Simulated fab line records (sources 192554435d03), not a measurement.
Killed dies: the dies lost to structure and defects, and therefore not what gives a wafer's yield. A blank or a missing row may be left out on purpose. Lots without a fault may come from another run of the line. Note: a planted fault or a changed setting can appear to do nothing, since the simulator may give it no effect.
Chamber matching || flow n5_finfet || 4 sister chambers for N5_SD_EPI_P_SD_RECESS_17 on rie_si-03
The step chemistry HBr/Cl2/O2, target depth 39.1 nm, bt time 3 s. 7 wafers are shown with their chamber, then 9 later ones without.

== EACH WAFER AND ITS CHAMBER ==
{"wafer": "L080.6", "chamber": 1, "drypump_motor_current_A (A)": 5.8, "throttle_valve_pct (%)": 36.6}
{"wafer": "L083.1", "chamber": 1, "drypump_motor_current_A (A)": 5.7, "throttle_valve_pct (%)": 36.6}
{"wafer": "L083.3", "chamber": 3, "drypump_motor_current_A (A)": 5.9, "throttle_valve_pct (%)": 37.2}
{"wafer": "L083.5", "chamber": 0, "drypump_motor_current_A (A)": 5.0, "throttle_valve_pct (%)": 36.8}
{"wafer": "L085.1", "chamber": 2, "drypump_motor_current_A (A)": 6.2, "throttle_valve_pct (%)": 37.4}
{"wafer": "L085.2", "chamber": 0, "drypump_motor_current_A (A)": 5.0, "throttle_valve_pct (%)": 36.8}
{"wafer": "L085.6", "chamber": 2, "drypump_motor_current_A (A)": 6.2, "throttle_valve_pct (%)": 37.3}

== WAFERS WITH NO CHAMBER GIVEN ==
{"wafer": "L087.1", "drypump_motor_current_A (A)": 5.8, "throttle_valve_pct (%)": 36.6}
{"wafer": "L087.5", "drypump_motor_current_A (A)": 5.0, "throttle_valve_pct (%)": 36.8}
{"wafer": "L087.6", "drypump_motor_current_A (A)": 5.8, "throttle_valve_pct (%)": 36.6}
{"wafer": "L093.3", "drypump_motor_current_A (A)": 6.2, "throttle_valve_pct (%)": 37.4}
{"wafer": "L093.5", "drypump_motor_current_A (A)": 5.0, "throttle_valve_pct (%)": 36.8}
{"wafer": "L093.6", "drypump_motor_current_A (A)": 6.2, "throttle_valve_pct (%)": 37.4}
{"wafer": "L096.1", "drypump_motor_current_A (A)": 5.8, "throttle_valve_pct (%)": 36.6}
{"wafer": "L096.2", "drypump_motor_current_A (A)": 5.0, "throttle_valve_pct (%)": 36.8}
{"wafer": "L096.3", "drypump_motor_current_A (A)": 6.2, "throttle_valve_pct (%)": 37.4}

== CHAMBER TAKEN BY EACH ==
{"wafer": "L087.1", "from the rows above": 1, "in truth": 1}
{"wafer": "L087.5", "from the rows above": 0, "in truth": 0}
{"wafer": "L087.6", "from the rows above": 1, "in truth": 1}
{"wafer": "L093.3", "from the rows above": 2, "in truth": 2}
{"wafer": "L093.5", "from the rows above": 0, "in truth": 0}
{"wafer": "L093.6", "from the rows above": 2, "in truth": 2}
{"wafer": "L096.1", "from the rows above": 1, "in truth": 1}
{"wafer": "L096.2", "from the rows above": 0, "in truth": 0}
{"wafer": "L096.3", "from the rows above": 2, "in truth": 2}
Placed correctly: 9 of 9. Can't be placed from these rows: 0. Placed wrongly: 0.
How it was worked out, from the rows above alone: a wafer's distance from a chamber is the root of the sum, over the readings, of the square of ((its reading less the chamber's mean) divided by the reading's scatter). The wafer belongs to the nearest chamber; if the next one is less than 2 further off, it can't be placed. For every chamber, the mean is computed from those of its wafers that are shown. The scatter: the root of (the sum of the squares of (reading less its chamber's mean) over the shown wafers, divided by (wafers less chambers)).
